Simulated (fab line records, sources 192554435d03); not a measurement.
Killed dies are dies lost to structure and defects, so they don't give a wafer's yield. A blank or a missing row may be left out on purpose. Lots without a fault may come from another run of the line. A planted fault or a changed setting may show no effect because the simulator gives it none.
Which tool did it? | flow n5_finfet | 9 lots, 27 wafers sampled, at 3 steps of a route of 1938

WHAT THE GAUGES READ, wafer by wafer
N5_BEOL_M4_INSPECT_30: inspects for defects (brightfield).
lot  | measured     | on                | raw_defect_count
L176 | day 8 17:52  | defect_inspect-01 | 369 336 360
L179 | day 9 02:02  | defect_inspect-01 | 429 364 236
L184 | day 10 00:18 | defect_inspect-01 | 402 314 265
L191 | day 12 07:14 | defect_inspect-01 | 1452 1472 1412
L193 | day 12 09:19 | defect_inspect-01 | 1581 1506 1496
L192 | day 12 15:41 | defect_inspect-02 | 1590 1628 1573
L194 | day 12 18:44 | defect_inspect-02 | 470 435 568
L197 | day 14 01:35 | defect_inspect-01 | 491 476 487
L199 | day 14 13:34 | defect_inspect-02 | 418 249 337

WHICH TOOL RAN EACH LOT (tool, then ch and the chambers of the sampled wafers, then the start)
lot  | N5_BEOL_M4_ETCH_74                 | N5_BEOL_M4_STRIP_19
L176 | rie_diel-04 ch 2,3, day 8 17:02    | rie_diel-04 ch 1,2,3, day 8 17:23
L179 | rie_diel-05 ch 0,1, day 9 01:01    | rie_diel-04 ch 0,1, day 9 01:26
L184 | rie_diel-04 ch 0,1,3, day 9 23:17  | rie_diel-05 ch 1,2,3, day 9 23:41
L191 | rie_diel-03 ch 1,2,3, day 12 06:20 | rie_diel-04 ch 1,3, day 12 06:46
L193 | rie_diel-04 ch 1,2,3, day 12 08:26 | rie_diel-04 ch 0,1,2, day 12 08:50
L192 | rie_diel-05 ch 0,1,3, day 12 14:44 | rie_diel-04 ch 0,1,3, day 12 15:11
L194 | rie_diel-04 ch 0,2, day 12 17:54   | rie_diel-03 ch 0,1,3, day 12 18:14
L197 | rie_diel-03 ch 0,2,3, day 14 00:47 | rie_diel-03 ch 0,2,3, day 14 01:07
L199 | rie_diel-05 ch 0,1, day 14 12:35   | rie_diel-05 ch 1,2, day 14 12:55
- N5_BEOL_M4_ETCH_74: etches underlayer in N2/H2, target depth 6.5 nm, time 5.2 s.
- N5_BEOL_M4_STRIP_19: strips in O2.

THE ANSWER, worked out from the rows above alone
Rule: what is usual is taken from the lots themselves. Put in order of their means at a reading, lots are off if they are a third of the lots or fewer, leave a main group of 4 or more, and stand apart from it by a gap of 3 or more times the standard deviation of the main group's means; of several such gaps the widest counts. A main group whose means are all the same, to the digits that the tables above print for the reading, isn't used. A lot without any number at a reading at which 4 lots or more have one is off too. The other lots that the step has rows for count as sound.
Off: L191, L193, L192, at N5_BEOL_M4_INSPECT_30 (raw_defect_count). The main group: mean 389, standard deviation 70.
A tool fits if, at a process step before that reading, it ran every lot that is off, and no sound lot after the first of them. The gauges at N5_BEOL_M4_INSPECT_30 are tried like those tools. One fits: rie_diel-04 at N5_BEOL_M4_STRIP_19. Its last sound lot is L179 (day 9 01:26), its first lot that is off L191 (day 12 06:46): a fault that began between those two fits.

WHAT THE SIMULATOR HAD PUT IN
Chamber particle source: rie_diel-04, from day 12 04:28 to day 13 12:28, at N5_BEOL_M4_STRIP_19. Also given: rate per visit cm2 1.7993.
Lots struck among those shown: L191, L193, L192. The rule above found the same.
